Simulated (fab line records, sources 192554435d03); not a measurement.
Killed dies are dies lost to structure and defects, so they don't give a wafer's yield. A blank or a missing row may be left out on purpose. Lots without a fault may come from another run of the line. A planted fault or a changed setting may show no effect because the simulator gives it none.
A struck lot beside a sound one | flow n5_finfet | 14 steps out of a route of 1938
Sound: wafers L578.3, L578.4, L578.6. Struck: wafers L582.1, L582.4, L582.5. The cause comes at the end.
At each step with rows: each side's tool, then ch and its chambers, then its first start. Under that, the readings that differ: sound wafers | struck wafers | difference of the means | sigmas: that difference in standard deviations of wafers without a fault.
alike: readings whose means differ by less than 2 such deviations, and words and numbers that are the same on both sides. not compared: withheld readings, readings that some wafer has no value for, bounds like >300 that may hide the same value, and numbers for which the record gives no deviation and whose values overlap.
The two part at a step that has a row with sigmas, a row that says differs or no value, or rows on one side only. Numbers that don't overlap but have no deviation are shown without sigmas and don't part them. A reading that every wafer of one side lacks parts them only if that side has two wafers or more.

N5_BEOL_M15_STRIP_64: strips in O2.
  sound on rie_diel-04 ch 0,1,2; struck on rie_diel-06 ch 2,3
  alike: drypump_motor_current_A, oes_product_au, rf_vpp_V, showerhead_plenum_p_Torr, throttle_valve_pct
  not compared: rf_hours_counter_h
then, 2 steps without rows for these wafers: N5_BEOL_M15_STRIP_65 (strips in post etch residue remover, time 60 s); N5_BEOL_M15_SRD_66 (time 30 s, dry time 30 s).
N5_BEOL_M15_CD_MEAS_17: target cd 360 nm.
  sound on cd_sem-01, day 11 12:24; struck on cd_sem-01, day 12 04:29
  reading    | sound             | struck            | difference | sigmas
  cd_nm (nm) | 359.9 357.5 358.7 | 363.1 364.0 364.2 | +5.1       | +2
then, 1 step without rows for these wafers: N5_BEOL_M15_COAT_56 (time 60 s, resist thk 550 nm).
N5_BEOL_M15_ETCH_57: etches SOC in N2/H2, time 750 s.
  sound on rie_diel-04 ch 1,2,3, day 11 12:30; struck on rie_diel-02 ch 1,2,3, day 12 04:59
  alike: drypump_motor_current_A, oes_product_au, rf_fwd_power_W, rf_vpp_V, showerhead_plenum_p_Torr, throttle_valve_pct
  not compared: rf_hours_counter_h
then, 6 steps without rows for these wafers: N5_BEOL_M15_COAT_60 (time 60 s, resist thk 89 nm); N5_BEOL_M15_COAT_22 (resist thk 800 nm); N5_BEOL_M15_EBR_24; N5_BEOL_M15_SOFTBAKE_23 (time 60 s); N5_BEOL_M15_EXPOSE_25 (exposes mask M15, target cd 400 nm); N5_BEOL_M15_PEB_26 (peb time 90 s).
N5_BEOL_M15_DEVELOP_27: develop time 45 s.
  sound on litho_track-01 ch 0, day 11 13:17; struck on litho_track-03, day 12 05:47
  no value came back on the struck wafers for chill_plate_temp_C (C), develop_time_s (s), exhaust_pa (Pa), resist_line_temp_C (C); on the sound wafers chill_plate_temp_C (C) reads 23.09 23.25 22.98
  reading                                    | sound             | struck          | difference | sigmas
  model.coat_of_BEOL_M15_COAT_22.thk_nm (nm) | 780.4 783.2 781.6 | 800 796.4 797.8 | +16        |
then, 1 step without rows for these wafers: N5_BEOL_M15_HARDBAKE_32 (time 120 s).

WHERE THEY PART
First at N5_BEOL_M15_CD_MEAS_17; last, within this record, at N5_BEOL_M15_DEVELOP_27.

WHY: what the simulator had put in
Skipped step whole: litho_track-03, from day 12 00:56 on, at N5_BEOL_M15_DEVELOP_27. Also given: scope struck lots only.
